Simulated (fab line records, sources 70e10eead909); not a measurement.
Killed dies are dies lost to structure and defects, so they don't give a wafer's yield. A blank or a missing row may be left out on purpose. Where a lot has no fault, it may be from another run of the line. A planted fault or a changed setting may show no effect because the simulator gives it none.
fab line records | flow nand_harc
[record] lots = 6 | wafers = 18 | last_day = 31
route steps=1302 shown A_WL_FILL@956 END@1302
lots with no fault: from the same line, run without faults
start_h: start of the lot's first displayed wafer, in hours after the record's first day | wait_h: hours from the lot's prior step to this one | " unchanged from the row above | L1.1+2: a single row standing in for several wafers | - no value, or no start was given | * or withheld: withheld | < > ~ a bound
route shown NAME@n: a module of which the file shows steps, and the number in the route of the first | usual: mean/standard deviation taken from wafers without a fault | same: alike in all rows | chamber/n: place in a boat | sites: per-site readings | _std_site: their standard deviation | _edge_site: inner sites' mean taken away from outer sites' mean | radius_mm: for every site, how far away it sits from the centre of the wafer | mask NAME#n: copy n | behind: tool/chamber where the wafer was last shaped | hold: reason for holding the lot/hours on hold/outcome of the hold | device: the n, p or np transistor that did not switch | end of line: tests of these same wafers at the route's end | a step given without rows: its recipe and nothing more | killed: count of dies lost to structure and defects at first sort (not the wafer's yield) | map: dies across one wafer; x = killed, . = not, _ = none there
set.NAME: the run value of the setting; set.NAME@STEP: its run value at that earlier step | model.NAME: the simulator's own value behind a step, which no gauge read
lots seen at some steps along the route; tables by step, rows by wafer
services: the hour from which a tool's chamber was out of use, counted from the record's first day as start_h (under 0 if before that day), plus the number of hours and why
[[steps]]
[step NHARC_A_WL_FILL_CVD_03]
[recipe] target_thk_a = 400 | temp_c = 300 | pressure_torr = 40 | wf6_flow_sccm = 40 | h2_flow_sccm = 1600 | ar_flow_sccm = 1560 | time_s = 279 | material = W
[usual] heater_power_w = 426/26 | mfc_h2_sccm = 1600/4.8 | throttle_valve_pct = 8.12/0.19
lot.wafer | tool     | chamber | start_h | wait_h | heater_power_w | mfc_h2_sccm | throttle_valve_pct
L322.1    | cvd_w-01 | 0       | 465.60  | 0.1    | 411            | 1595        | 7.97
L322.4    | "        | 0       | "       | "      | 422            | 1601        | 8.38
L322.6    | "        | 0       | "       | "      | 427            | 1603        | 8.22
L335.1    | cvd_w-01 | 0       | 597.62  | 0.1    | 405            | 1600        | 7.74
L335.4    | "        | 0       | "       | "      | 413            | 1601        | 7.76
L335.5    | "        | 1       | "       | "      | 410            | 1605        | 8.31
L334.2    | cvd_w-02 | 1       | 600.29  | 0.1    | 473            | 1599        | 7.95
L334.1    | "        | 0       | "       | "      | 405            | 1601        | 8.03
L334.5    | "        | 0       | "       | "      | 407            | 1600        | 8.20
L337.2    | cvd_w-02 | 1       | 629.92  | 0.1    | 455            | 1598        | 8.00
L337.1    | "        | 0       | "       | "      | 409            | 1596        | 8.53
L337.3    | "        | 1       | "       | "      | 479            | 1599        | 8.28
L340.2    | cvd_w-02 | 0       | 645.50  | 0.1    | 416            | 1600        | 7.98
L340.4    | "        | 0       | "       | "      | 404            | 1602        | 7.79
L340.3    | "        | 1       | "       | "      | 478            | 1595        | 7.96
L339.2    | cvd_w-01 | 1       | 647.76  | 0.1    | 408            | 1605        | 8.05
L339.1    | "        | 0       | "       | "      | 409            | 1601        | 8.08
L339.6    | "        | 1       | "       | "      | 397            | 1602        | 8.34
[step NHARC_A_WL_FILL_ETCHBACK_04]
[recipe] target_depth_a = 600 | time_s = 120 | chemistry = NF3
[step NHARC_A_WL_FILL_ETCHBACK_05]
[recipe] target_depth_a = 220 | time_s = 60 | temp_c = 40 | chemistry = Cl2/BCl3
[usual] drypump_motor_current_A = 5.5/0.34 | oes_product_au = 0.997/0.0076 | run_length_s = 81.1/0.49
lot.wafer | tool         | chamber | start_h | wait_h | drypump_motor_current_A | oes_product_au | rf_hours_counter_h | run_length_s
L322.1    | rie_metal-02 | 1       | 466.17  | 0.2    | 5.5                     | 1.000          | 0.1                | 82.3
L322.4    | "            | 0       | "       | "      | 5.8                     | 0.997          | -                  | 81.0
L322.6    | "            | 1       | "       | "      | 5.5                     | 0.988          | -                  | 81.7
L335.1    | rie_metal-03 | 0       | 598.38  | 0.4    | 5.2                     | 1.007          | 1.4                | 81.4
L335.4    | "            | 0       | "       | "      | 5.2                     | 1.011          | -                  | 80.9
L335.5    | "            | 0       | "       | "      | 5.2                     | 1.010          | -                  | 80.8
L334.2    | rie_metal-01 | 0       | 600.91  | 0.2    | 6.0                     | 1.005          | 0.4                | 81.0
L334.1    | "            | 1       | "       | "      | 5.3                     | 0.994          | 0.4                | 81.0
L334.5    | "            | 0       | "       | "      | 6.0                     | 1.019          | -                  | 80.8
L337.1    | rie_metal-03 | 1       | 630.53  | 0.2    | 5.1                     | 1.003          | 1.7                | 81.1
L337.2    | "            | 0       | "       | "      | 5.2                     | 0.999          | 2.2                | 80.9
L337.3    | "            | 1       | "       | "      | 5.1                     | 1.006          | -                  | 81.1
L340.2    | rie_metal-03 | 1       | 646.10  | 0.2    | 5.1                     | 1.006          | 2.2                | 80.7
L340.4    | "            | 1       | "       | "      | 5.1                     | 1.008          | -                  | 80.5
L340.3    | "            | 0       | "       | "      | 5.2                     | 1.011          | -                  | 81.0
L339.2    | rie_metal-01 | 0       | 648.36  | 0.2    | 6.0                     | 1.004          | 1.4                | 80.9
L339.1    | "            | 1       | "       | "      | 5.3                     | 0.998          | 1.4                | 80.6
L339.6    | "            | 0       | "       | "      | 6.0                     | 0.990          | -                  | 80.6
[step NHARC_A_WL_FILL_STRIP_27]
[recipe] power_w = 1500 | temp_c = 250 | time_s = 20 | chemistry = N2/H2
[usual] drypump_motor_current_A = 5.9/0.34 | heater_power_w = 326/21 | rf_refl_power_W = 21/4.1
lot.wafer | tool            | chamber | start_h | wait_h | drypump_motor_current_A | heater_power_w | rf_hours_counter_h | rf_refl_power_W
L322.1    | plasma_asher-01 | 1       | 466.32  | 0.1    | 6.1                     | 283            | 23                 | 13
L322.4    | "               | 0       | "       | "      | 5.2                     | 312            | -                  | 17
L322.6    | "               | 1       | "       | "      | 6.2                     | 279            | -                  | 13
L335.1    | plasma_asher-02 | 0       | 598.61  | 0.2    | 5.8                     | 348            | 35                 | 25
L335.4    | "               | 1       | "       | "      | 6.1                     | 350            | -                  | 21
L335.5    | "               | 1       | "       | "      | 6.1                     | 336            | -                  | 21
L334.2    | plasma_asher-01 | 0       | 601.05  | 0.1    | 5.2                     | 319            | 15                 | -
L334.1    | "               | 1       | "       | "      | 6.1                     | 297            | 15                 | -
L334.5    | "               | 1       | "       | "      | 6.1                     | 295            | -                  | -
L337.1    | plasma_asher-02 | 1       | 630.66  | 0.1    | 6.2                     | 307            | 3                  | 23
L337.2    | "               | 0       | "       | "      | 5.9                     | 346            | 3                  | 24
L337.3    | "               | 1       | "       | "      | 6.2                     | 308            | -                  | 21
L340.2    | plasma_asher-02 | 1       | 646.26  | 0.1    | 6.2                     | 315            | 7                  | 20
L340.4    | "               | 0       | "       | "      | 5.8                     | 340            | -                  | 26
L340.3    | "               | 1       | "       | "      | 6.2                     | 308            | -                  | 23
L339.1    | plasma_asher-01 | 1       | 648.50  | 0.1    | 6.2                     | 293            | 26                 | 14
L339.2    | "               | 0       | "       | "      | 5.2                     | 321            | 26                 | 17
L339.6    | "               | 0       | "       | "      | 5.2                     | 321            | -                  | 18
[step NHARC_A_WL_FILL_STRIP_28]
[recipe] time_s = 1200 | temp_c = 72.5 | chemistry = post_etch_residue_remover
[step NHARC_A_WL_FILL_PRECLEAN_06]
[recipe] time_s = 300 | chemistry = DIW
[step NHARC_A_WL_FILL_SRD_07]
[step NHARC_A_WL_FILL_ANNEAL_08]
[recipe] temp_c = 450 | time_s = 1800
[step NHARC_A_WL_FILL_ALD_10]
[recipe] target_thk_a = 500 | pulse_time_s = 10 | ald_cycles = 500 | temp_c = 300 | material = SiO2
[step NHARC_A_WL_FILL_ETCHBACK_16]
[recipe] target_depth_a = 1200 | time_s = 24 | c4f8_flow_sccm = withheld | o2_flow_sccm = 8 | ar_flow_sccm = withheld | rf_w = 600 | bias_w = 800 | chemistry = C4F8/O2/Ar
[usual] oes_product_au = 0.97/0.036 | rf_vpp_V = 727/3.1 | run_length_s = 45.3/0.43
lot.wafer | tool        | chamber | start_h | wait_h | oes_product_au | rf_hours_counter_h | rf_vpp_V | run_length_s
L322.4    | rie_diel-06 | 3       | -       | -      | 0.92           | 5.0                | 727      | 45.0
L322.1    | "           | 1       | "       | "      | 0.92           | 4.8                | 721      | 44.8
L322.6    | "           | 3       | "       | "      | 0.93           | -                  | 725      | 45.0
L335.1    | rie_diel-06 | 2       | -       | -      | 0.98           | 3.2                | 726      | 45.1
L335.4    | "           | 3       | "       | "      | 1.00           | 3.1                | 726      | 45.2
L335.5    | "           | 3       | "       | "      | 1.00           | -                  | 726      | 45.5
L334.1    | rie_diel-04 | 2       | -       | -      | 1.02           | 3.1                | 728      | 45.2
L334.2    | "           | 0       | "       | "      | 1.02           | 2.8                | 729      | 45.4
L334.5    | "           | 2       | "       | "      | 1.01           | -                  | 731      | 45.2
L337.1    | rie_diel-04 | 1       | -       | -      | 1.00           | 4.2                | 728      | 46.2
L337.2    | "           | 2       | "       | "      | 1.02           | 3.8                | 730      | 45.6
L337.3    | "           | 3       | "       | "      | 1.00           | 4.6                | 726      | 45.2
L340.3    | rie_diel-06 | 3       | -       | -      | 0.92           | 5.2                | 726      | 45.4
L340.2    | "           | 1       | "       | "      | 0.94           | 4.8                | 720      | 44.8
L340.4    | "           | 2       | "       | "      | 0.92           | 5.2                | 726      | 44.9
L339.1    | rie_diel-05 | 3       | -       | -      | 0.98           | 2.1                | 727      | 44.9
L339.2    | "           | 2       | "       | "      | 0.98           | 1.9                | 727      | 45.5
L339.6    | "           | 0       | "       | "      | 0.99           | -                  | 728      | 45.2
[step NHARC_A_WL_FILL_STRIP_29]
[recipe] time_s = 20 | o2_flow_sccm = 500 | ar_flow_sccm = 0 | bias_w = 0 | chemistry = O2
[usual] drypump_motor_current_A = 5.8/0.4 | oes_product_au = 1.002/0.01 | rf_vpp_V = 58.0/0.95 | showerhead_plenum_p_Torr = 3.64/0.11 | throttle_valve_pct = 17.036/0.0089
lot.wafer | tool        | chamber | start_h | wait_h | drypump_motor_current_A | oes_product_au | rf_hours_counter_h | rf_vpp_V | showerhead_plenum_p_Torr | throttle_valve_pct
L322.1    | rie_diel-06 | 3       | 477.68  | 0.1    | 5.4                     | 1.006          | 5.0                | 58.0     | 3.62                     | 17.029
L322.4    | "           | 0       | "       | "      | 5.8                     | 0.992          | 5.5                | 57.3     | 3.37                     | 17.030
L322.6    | "           | 3       | "       | "      | 5.4                     | 1.009          | -                  | 56.7     | 3.62                     | 17.042
L335.1    | rie_diel-06 | 3       | 608.28  | 0.1    | 5.4                     | 1.012          | 3.1                | 55.9     | 3.61                     | 17.041
L335.4    | "           | 0       | "       | "      | 5.7                     | 0.998          | 3.0                | 57.7     | 3.37                     | 17.029
L335.5    | "           | 1       | "       | "      | 5.9                     | 0.999          | -                  | 56.5     | 3.43                     | 17.049
L334.2    | rie_diel-04 | 1       | 611.52  | 0.1    | 5.4                     | 0.996          | 3.3                | 58.1     | 3.71                     | 17.013
L334.1    | "           | 2       | "       | "      | 5.2                     | 1.012          | 3.1                | 59.5     | 3.76                     | 17.043
L334.5    | "           | 2       | "       | "      | 5.2                     | 1.003          | -                  | 57.3     | 3.76                     | 17.043
L337.3    | rie_diel-04 | 0       | 638.34  | 0.1    | 6.3                     | 1.015          | 4.1                | 56.8     | 3.70                     | 17.042
L337.2    | "           | 1       | "       | "      | 5.4                     | 1.001          | 4.2                | 60.5     | 3.71                     | 17.045
L337.1    | "           | 2       | "       | "      | 5.2                     | 1.005          | 3.8                | 57.8     | 3.76                     | 17.036
L340.2    | rie_diel-06 | 1       | 656.71  | 0.1    | 6.0                     | 1.005          | 4.8                | 56.4     | 3.42                     | 17.041
L340.3    | "           | 2       | "       | "      | 6.0                     | 0.998          | 5.2                | 58.3     | 3.65                     | 17.054
L340.4    | "           | 3       | "       | "      | 5.4                     | 1.003          | 5.2                | 59.1     | 3.61                     | 17.026
L339.1    | rie_diel-05 | 2       | 656.74  | 0.1    | 5.1                     | 0.984          | 1.9                | 59.7     | 3.68                     | 17.040
L339.2    | "           | 1       | "       | "      | 5.7                     | 1.005          | 1.8                | 57.3     | 3.57                     | 17.034
L339.6    | "           | 2       | "       | "      | 5.1                     | 0.985          | -                  | 57.6     | 3.68                     | 17.030
[step NHARC_A_WL_FILL_ETCHBACK_17]
[recipe] target_depth_a = 40 | time_s = 26.7 | chemistry = Cl2/BCl3
[usual] drypump_motor_current_A = 5.5/0.34 | oes_product_au = 0.996/0.0072 | run_length_s = 47.8/0.48
lot.wafer | tool         | chamber | start_h | wait_h | drypump_motor_current_A | oes_product_au | rf_hours_counter_h | run_length_s
L322.1    | rie_metal-03 | 1       | 477.78  | -      | 5.0                     | 1.000          | 1.8                | 47.2
L322.4    | "            | 0       | "       | "      | 5.2                     | 0.989          | -                  | 47.5
L322.6    | "            | 1       | "       | "      | 5.0                     | 1.002          | -                  | 47.4
L335.1    | rie_metal-02 | 1       | 608.36  | -      | 5.5                     | 0.991          | 2.6                | 48.9
L335.4    | "            | 0       | "       | "      | 5.8                     | 0.994          | -                  | 47.7
L335.5    | "            | 0       | "       | "      | 5.8                     | 0.982          | -                  | 47.9
L334.1    | rie_metal-01 | 1       | 611.61  | -      | 5.3                     | 0.989          | 0.5                | 47.3
L334.2    | "            | 0       | "       | "      | 6.0                     | 1.005          | 0.5                | 47.5
L334.5    | "            | 1       | "       | "      | 5.3                     | 0.987          | -                  | 47.3
L337.1    | rie_metal-01 | 0       | 638.43  | -      | 6.0                     | 1.011          | 1.0                | 37.9
L337.2    | "            | 1       | "       | "      | 5.3                     | 1.003          | 1.0                | 47.1
L337.3    | "            | 1       | "       | "      | 5.3                     | 0.990          | -                  | 47.3
L340.2    | rie_metal-03 | 1       | 656.82  | -      | 5.0                     | 0.992          | 2.3                | 47.2
L340.4    | "            | 0       | "       | "      | 5.2                     | 1.000          | -                  | 47.7
L340.3    | "            | 1       | "       | "      | 5.1                     | 0.999          | -                  | 47.7
L339.2    | rie_metal-01 | 1       | 656.84  | -      | 5.3                     | 0.999          | 1.5                | 47.1
L339.1    | "            | 0       | "       | "      | 6.0                     | 1.015          | 1.5                | 37.9
L339.6    | "            | 1       | "       | "      | 5.3                     | 0.994          | -                  | 47.1
[step NHARC_A_WL_FILL_PRECLEAN_18]
[recipe] time_s = 30 | chemistry = dHF
[step NHARC_END_SORT_01]
[recipe] temp_c = 25
[usual] killed_at_array = 53/20 | killed_at_other = 1/1.2 | killed_at_periphery = 3.7/2.6 | killed_dies = 58/20 | killed_open = 3.5/1.8 | killed_short = 2.4/1.7
[same] gross_dies = 677
lot.wafer | tool      | chamber | start_h | wait_h | killed_at_array | killed_at_other | killed_at_periphery | killed_dies | killed_open | killed_short
L322.1    | prober-01 | 0       | 563.65  | 2.5    | 27              | 1               | 2                   | 30          | 4           | 1
L322.4    | prober-01 | 0       | 566.06  | 3.4    | 35              | 0               | 2                   | 37          | 4           | 0
L322.6    | prober-01 | 0       | 567.66  | 4.0    | 34              | 2               | 2                   | 38          | 3           | 1
L337.1    | prober-02 | 0       | 724.14  | 2.5    | 44              | 3               | 2                   | 49          | 3           | 3
L337.2    | prober-02 | 0       | 724.93  | 2.8    | 27              | 2               | 5                   | 34          | 1           | 0
L337.3    | prober-02 | 0       | 725.73  | 3.1    | 47              | 3               | 8                   | 58          | 5           | 4
L339.1    | prober-01 | 0       | 737.91  | 2.5    | 46              | 0               | 2                   | 48          | 5           | 1
L339.2    | prober-01 | 0       | 738.71  | 2.8    | 43              | 0               | 3                   | 46          | 4           | 2
L339.6    | prober-01 | 0       | 741.92  | 4.0    | 45              | 0               | 2                   | 47          | 2           | 2
// killed by level:class
L322.1 A_SLIT:chamber_film_flake=8 A_STAIRCASE:chamber_film_flake=5 A_WL_FILL:chamber_film_flake=4 A_CONTACT:chamber_film_flake=4 P_CONTACT:geometric_particle:open=1 A_SOURCE_PLATE:geometric_particle:open=1 A_CHANNEL_FILL_D2:geometric_particle:open=1 A_CHANNEL_FILL_D2:geometric_particle:short=1
L322.4 A_SLIT:chamber_film_flake=11 A_CHANNEL_HOLE_D2:chamber_film_flake=8 A_CONTACT:chamber_film_flake=5 A_STAIRCASE:chamber_film_flake=3 A_CHANNEL_FILL_D1:geometric_particle:open=2 P_CONTACT:geometric_particle:open=1 A_ONON_D2:geometric_particle:open=1 P_GATE:chamber_film_flake=1
L322.6 A_CONTACT:chamber_film_flake=8 A_CHANNEL_HOLE_D2:chamber_film_flake=7 A_SLIT:chamber_film_flake=7 A_WL_FILL:chamber_film_flake=4 A_M0:geometric_particle:open=2 P_ZERO_WELL:chamber_film_flake=2 THIN_TSV:chamber_film_flake=2 A_ONON_D1:geometric_particle:short=1
L337.1 A_CHANNEL_HOLE_D2:chamber_film_flake=18 A_CONTACT:chamber_film_flake=9 A_CHANNEL_HOLE_D1:chamber_film_flake=7 A_SLIT:chamber_film_flake=4 THIN_TSV:chamber_film_flake=3 A_ONON_D1:geometric_particle:short=2 P_M2:geometric_particle:short=1 A_STAIRCASE:geometric_particle:open=1
L337.2 A_CHANNEL_HOLE_D2:chamber_film_flake=11 A_SLIT:chamber_film_flake=6 A_CHANNEL_HOLE_D1:chamber_film_flake=4 A_CONTACT:chamber_film_flake=4 P_M1:chamber_film_flake=2 THIN_TSV:chamber_film_flake=2 A_CONTACT:geometric_particle:open=1 P_ZERO_WELL:chamber_film_flake=1
L337.3 A_CHANNEL_HOLE_D2:chamber_film_flake=19 A_SLIT:chamber_film_flake=8 A_CHANNEL_HOLE_D1:chamber_film_flake=5 P_M1:chamber_film_flake=3 A_CONTACT:chamber_film_flake=3 THIN_TSV:chamber_film_flake=3 A_CONTACT:geometric_particle:open=2 P_STI:chamber_film_flake=2
L339.1 A_CHANNEL_HOLE_D1:chamber_film_flake=32 A_SLIT:chamber_film_flake=4 A_CONTACT:chamber_film_flake=4 P_CONTACT:geometric_particle:open=1 P_M2:geometric_particle:open=1 A_SGD_CUT:geometric_particle:short=1 A_WL_FILL:geometric_particle:open=1 A_BLC:geometric_particle:open=1
L339.2 A_CHANNEL_HOLE_D1:chamber_film_flake=28 A_CONTACT:chamber_film_flake=7 A_SLIT:chamber_film_flake=3 P_CONTACT:geometric_particle:open=1 P_M0:geometric_particle:open=1 A_SOURCE_PLATE:geometric_particle:open=1 A_ONON_D2:geometric_particle:short=1 A_SGD_CUT:geometric_particle:short=1
L339.6 A_CHANNEL_HOLE_D1:chamber_film_flake=25 A_SLIT:chamber_film_flake=10 A_CONTACT:chamber_film_flake=4 A_M1:geometric_particle:open=2 A_DECK1_JOINT:geometric_particle:short=1 A_CHANNEL_FILL_D2:geometric_particle:short=1 P_STI:chamber_film_flake=1 P_GATE:chamber_film_flake=1
[[services]]
tool            | chamber | start_h | hours | kind
rie_diel-05     | 2       | 442.72  | 6.1   | repair
rie_metal-02    | -       | 454.02  | 9.0   | pm
cvd_w-02        | -       | 479.21  | 13.0  | pm
rie_diel-06     | -       | 484.20  | 9.0   | pm
rie_metal-03    | 1       | 495.97  | 1.7   | repair
cvd_w-01        | -       | 517.84  | 1.5   | repair
rie_metal-03    | -       | 519.00  | 9.0   | pm
plasma_asher-01 | -       | 520.15  | 9.0   | pm
rie_diel-05     | 1       | 524.30  | 3.1   | repair
rie_diel-04     | -       | 531.90  | 9.0   | pm
rie_diel-06     | 2       | 535.45  | 16.6  | repair
cvd_w-01        | -       | 547.24  | 13.0  | pm
cvd_w-02        | 0       | 560.83  | 12.5  | repair
rie_metal-01    | -       | 575.00  | 9.0   | pm
rie_diel-06     | 1       | 580.03  | 2.5   | repair
rie_diel-05     | -       | 583.60  | 9.0   | pm
plasma_asher-01 | -       | 590.30  | 2.9   | repair
rie_metal-03    | 1       | 596.63  | 6.6   | repair
plasma_asher-02 | -       | 603.21  | 9.0   | pm
rie_diel-06     | 0       | 609.37  | 13.0  | repair
rie_diel-06     | 1       | 620.56  | 7.1   | repair
rie_diel-05     | 3       | 625.38  | 7.8   | repair
cvd_w-01        | 0       | 651.57  | 13.3  | repair
rie_diel-04     | 2       | 655.70  | 23.7  | repair
[[key]]
[first_sign] step = NHARC_A_WL_FILL_ETCHBACK_17 | reading = run_length_s | direction = down | sigmas = 20 | usual = * | struck = *
effect none on later readings
met_at NHARC_A_WL_FILL_ETCHBACK_17
struck_wafers L337.1,L339.1
tester_left_out L337,L339
onset_between 611.61 638.43
[fault] kind = process_parameter_drift | tool = rie_metal-01 | chamber = 0 | onset_h = 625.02 | steps = NHARC_A_WL_FILL_ETCHBACK_17 | channel = time_s | offset = * | shape = step | end_h = 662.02 | acts_in = * | stated = *
// tester_left_out: of these lots the tester's yield and bins aren't shown, on N5 and GAA mostly nor the transistor test; their killed dies are dies lost to structure and defects alone, not to doping, threshold or leakage, so they don't give the yield
